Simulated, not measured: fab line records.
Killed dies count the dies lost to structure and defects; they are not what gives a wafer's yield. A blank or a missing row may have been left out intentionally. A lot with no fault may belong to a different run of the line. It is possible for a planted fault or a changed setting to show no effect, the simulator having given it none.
Matching of chambers -- flow n5 finfet -- N5_FIN_SAQP_SPACER1_ALD_24 on ald sin-02 has 4 sister chambers
The step deposits SiO2, target thk 20.3 nm, pulse time 1 s, purge time 2 s. 4 wafers are shown with their chamber, then 7 later ones without.

## WAFERS, EACH WITH ITS CHAMBER
wafer,chamber,heater power w (W)
L088.2,3,495
L088.3,0,527
L089.1,1,544
L089.2,2,529

## WAFERS WITH NO CHAMBER GIVEN
wafer,heater power w (W)
L089.5,518
L093.1,518
L093.3,537
L093.6,519
L096.3,504
L096.4,534
L096.5,550

## CHAMBER TAKEN BY EACH
wafer,from the rows above,in truth
L089.5,can't be placed: 0 or 2 or 3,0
L093.1,can't be placed: 0 or 2 or 3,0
L093.3,can't be placed: 1 or 2 or 0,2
L093.6,can't be placed: 0 or 2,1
L096.3,can't be placed: 3 or 0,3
L096.4,can't be placed: 2 or 0 or 1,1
L096.5,can't be placed: 1 or 2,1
Placed correctly: 0 of 7. From these rows, 7 cannot be placed; in 6 the true chamber is one of the candidates. Number placed wrongly: 0.
How it was worked out, from the rows above alone: a wafer's distance from a chamber is the root of the sum, over the readings, of the square of ((its reading less the chamber's mean) divided by the reading's scatter). If the next closest chamber is less than 2 further off than the closest, the wafer can't be placed; otherwise it belongs to the closest. The mean given for a chamber averages the wafers shown for that chamber. The scatter: with one shown wafer a chamber, the root of the mean of the squares of how far each hidden wafer lies from its nearest shown one.
